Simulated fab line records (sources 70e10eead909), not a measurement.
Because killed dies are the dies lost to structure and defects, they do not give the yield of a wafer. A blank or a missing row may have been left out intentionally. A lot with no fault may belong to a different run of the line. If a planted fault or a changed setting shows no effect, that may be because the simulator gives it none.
Chamber matching -- flow nand_harc -- cmp-04 running NHARC_A_BONDPAD_CMP_29: 4 sister chambers
The step polishes SiCN, target thk 200 nm. 8 wafers are shown with their chamber, then 9 later ones without.

WAFERS WITH THEIR CHAMBER
wafer,chamber,motor_current_A (A)
L088.2,1,12.5
L089.4,1,11.8
L089.2,0,12.6
L089.3,2,9.6
L089.6,3,11.2
L093.2,3,12.6
L093.3,0,12.5
L093.6,2,10.8

WAFERS WITH NO CHAMBER GIVEN
wafer,motor_current_A (A)
L092.4,11.8
L092.5,12.4
L092.6,12.2
L096.1,12.2
L096.3,12.5
L096.6,12.4
L097.2,12.0
L097.4,12.1
L097.5,12.4

CHAMBER TAKEN BY EACH
wafer,from the rows above,in truth
L092.4,can't be placed: 3 or 1 or 0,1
L092.5,can't be placed: 0 or 1 or 3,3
L092.6,can't be placed: 1 or 3 or 0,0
L096.1,can't be placed: 1 or 3 or 0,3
L096.3,can't be placed: 0 or 1 or 3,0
L096.6,can't be placed: 0 or 1 or 3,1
L097.2,can't be placed: 3 or 1 or 0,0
L097.4,can't be placed: 1 or 3 or 0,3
L097.5,can't be placed: 0 or 1 or 3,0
Correctly placed: 0 of 9. Not placeable from these rows: 9 (in 9, the candidates include the true chamber). Wrongly placed: 0.
How it was worked out, from the rows above alone: a wafer's distance from a chamber is the root of the sum, over the readings, of the square of ((its reading less the chamber's mean) divided by the reading's scatter). If the next closest chamber is less than 2 further off than the closest, the wafer can't be placed; otherwise it belongs to the closest. For every chamber, the mean is computed from those of its wafers that are shown. The scatter: take each reading less its chamber's mean, square it, sum over the shown wafers, divide by the number of wafers less the number of chambers, and take the root.
